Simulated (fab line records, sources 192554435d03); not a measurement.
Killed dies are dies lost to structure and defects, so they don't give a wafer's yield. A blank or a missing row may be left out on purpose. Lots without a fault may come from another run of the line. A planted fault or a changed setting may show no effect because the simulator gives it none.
Chamber matching | flow n5_finfet | N5_PMOS_HMC_CHANNEL_EPI_STRIP_33 on rie_diel-03: 4 sister chambers
The step strips in N2/H2. 4 wafers are shown with their chamber, then 7 later ones without.

WAFERS WITH THEIR CHAMBER
wafer  | chamber | showerhead_plenum_p_Torr (Torr)
L080.6 | 1       | 3.37
L092.5 | 3       | 3.49
L094.1 | 0       | 3.54
L094.4 | 2       | 3.21

WAFERS WITHOUT THEIR CHAMBER
wafer  | showerhead_plenum_p_Torr (Torr)
L094.5 | 3.35
L096.1 | 3.21
L096.2 | 3.35
L096.3 | 3.54
L097.4 | 3.53
L097.5 | 3.53
L097.6 | 3.35

WHICH CHAMBER EACH WENT THROUGH
wafer  | from the rows above | in truth
L094.5 | 1                   | 1
L096.1 | 2                   | 2
L096.2 | 1                   | 1
L096.3 | 0                   | 0
L097.4 | 0                   | 0
L097.5 | 0                   | 0
L097.6 | 1                   | 1
Placed correctly: 7 of 7. Can't be placed from these rows: 0. Placed wrongly: 0.
How it was worked out, from the rows above alone: a wafer's distance from a chamber is the root of the sum, over the readings, of the square of ((its reading less the chamber's mean) divided by the reading's scatter). The wafer belongs to the nearest chamber; if the next one is less than 2 further off, it can't be placed. A chamber's mean is the mean of its shown wafers. The scatter: with one shown wafer a chamber, the root of the mean of the squares of how far each hidden wafer lies from its nearest shown one.
